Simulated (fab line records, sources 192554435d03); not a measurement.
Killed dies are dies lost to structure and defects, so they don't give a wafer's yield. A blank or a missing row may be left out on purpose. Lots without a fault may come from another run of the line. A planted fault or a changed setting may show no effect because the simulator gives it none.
A struck lot beside a sound one | flow n5_finfet | 21 steps out of a route of 1938
Sound: wafers L882.1, L882.5, L882.6. Struck: wafer L867.1. (L867.5, L867.6 of the same lot were not struck and are left out.) The cause comes at the end.
At each step with rows: each side's tool, then ch and its chambers, then its first start. Under that, the readings that differ: sound wafers | struck wafers | difference of the means | sigmas: that difference in standard deviations of wafers without a fault.
alike: readings whose means differ by less than 2 such deviations, and words and numbers that are the same on both sides. not compared: withheld readings, readings that some wafer has no value for, bounds like >300 that may hide the same value, and numbers for which the record gives no deviation and whose values overlap.
The two part at a step that has a row with sigmas, a row that says differs or no value, or rows on one side only. Numbers that don't overlap but have no deviation are shown without sigmas and don't part them. A reading that every wafer of one side lacks parts them only if that side has two wafers or more.

N5_BEOL_M14_STRIP_63: strips in O2.
  sound on rie_diel-04 ch 0,1; struck on rie_diel-04 ch 3
  alike: drypump_motor_current_A, oes_product_au, rf_vpp_V, showerhead_plenum_p_Torr, throttle_valve_pct
  not compared: rf_hours_counter_h
N5_BEOL_M14_STRIP_64: strips in O2.
  sound on rie_diel-04 ch 0,1; struck on rie_diel-04 ch 3
  alike: drypump_motor_current_A, oes_product_au, rf_vpp_V, showerhead_plenum_p_Torr, throttle_valve_pct
  not compared: rf_hours_counter_h
then, 2 steps without rows for these wafers: N5_BEOL_M14_STRIP_71 (strips in post etch residue remover, time 60 s); N5_BEOL_M14_SRD_72 (time 30 s, dry time 30 s).
N5_BEOL_M14_CD_MEAS_17: target cd 250 nm.
  sound on cd_sem-02, day 16 09:51; struck on cd_sem-03, day 12 15:22
  alike: cd_nm
then, 7 steps without rows for these wafers: N5_BEOL_M14_COAT_65 (time 60 s, resist thk 450 nm); N5_BEOL_M14_COAT_66 (time 60 s, resist thk 110 nm); N5_BEOL_M14_COAT_22 (resist thk 300 nm); N5_BEOL_M14_EBR_24; N5_BEOL_M14_SOFTBAKE_23 (time 60 s); N5_BEOL_M14_EXPOSE_25 (exposes mask M14, target cd 280 nm); N5_BEOL_M14_PEB_26 (peb time 90 s).
N5_BEOL_M14_DEVELOP_27: develop time 45 s.
  sound on litho_track-02 ch 0, day 16 10:11; struck on litho_track-01 ch 0, day 12 15:34
  reading                | sound             | struck | difference | sigmas
  chill_plate_temp_C (C) | 23.13 23.06 22.96 | 22.86  | -0.19      | -2
  alike: resist_line_temp_C
then, 1 step without rows for these wafers: N5_BEOL_M14_HARDBAKE_32 (time 120 s).
N5_BEOL_M14_CD_MEAS_28: target cd 284.4 nm.
  sound on cd_sem-03 ch 0, day 16 10:18; struck on cd_sem-03 ch 0, day 12 15:41
  reading    | sound             | struck | difference | sigmas
  cd_nm (nm) | 285.8 283.9 285.4 | 290.2  | +5.2       | +2
N5_BEOL_M14_OVL_MEAS_29:
  sound on overlay-01 ch 0, day 16 10:20; struck on overlay-01 ch 0, day 12 15:43
  reading      | sound    | struck | difference | sigmas
  M14_OVL (nm) | 1 -5 -11 | 5      | +10        | +2
N5_BEOL_M14_INSPECT_30: inspects for defects (macro).
  sound on defect_inspect-02, day 16 10:22; struck on defect_inspect-02, day 12 15:44
  alike: raw_defect_count
N5_BEOL_M14_DESCUM_33: chemistry O2, time 7.9 s.
  sound on rie_diel-04 ch 0,1,2, day 16 10:23; struck on rie_diel-03 ch 3, day 12 15:46
  reading               | sound          | struck | difference | sigmas
  oes_product_au (a.u.) | 0.85 0.89 0.95 | 0.68   | -0.22      | -3
  alike: drypump_motor_current_A, rf_vpp_V, showerhead_plenum_p_Torr, throttle_valve_pct
  not compared: rf_hours_counter_h
N5_BEOL_M14_ETCH_67: etches SiARC in CF4, target depth 143 nm, time 238.3 s.
  sound on rie_diel-04 ch 0,1,2, day 16 10:26; struck on rie_diel-03 ch 3, day 12 15:49
  reading                                    | sound           | struck | difference | sigmas
  oes_product_au (a.u.)                      | 0.74 0.76 0.79  | 0.60   | -0.16      | -2
  model.coat_of_BEOL_M14_COAT_22.thk_nm (nm) | 211 211.8 211.4 | 210.6  | -0.8       |
  alike: drypump_motor_current_A, etch_rf_on_time_s, rf_vpp_V, showerhead_plenum_p_Torr, throttle_valve_pct
  not compared: rf_hours_counter_h
N5_BEOL_M14_ETCH_68: etches SOC in N2/H2, time 450 s.
  sound on rie_diel-04 ch 0,1,2, day 16 10:34; struck on rie_diel-03 ch 3, day 12 15:57
  reading               | sound          | struck | difference | sigmas
  oes_product_au (a.u.) | 0.85 0.89 0.95 | 0.68   | -0.22      | -3
  alike: drypump_motor_current_A, rf_vpp_V, showerhead_plenum_p_Torr, throttle_valve_pct
  not compared: rf_hours_counter_h
then, 1 step without rows for these wafers: N5_PASSIVATION_PROBE_49.

WHERE THEY PART
First at N5_BEOL_M14_DEVELOP_27; last, within this record, at N5_BEOL_M14_ETCH_68.

WHY: what the simulator had put in
Process parameter drift: litho_track-01, from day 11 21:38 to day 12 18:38, at N5_BEOL_M14_DEVELOP_27. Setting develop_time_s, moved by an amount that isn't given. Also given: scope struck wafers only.
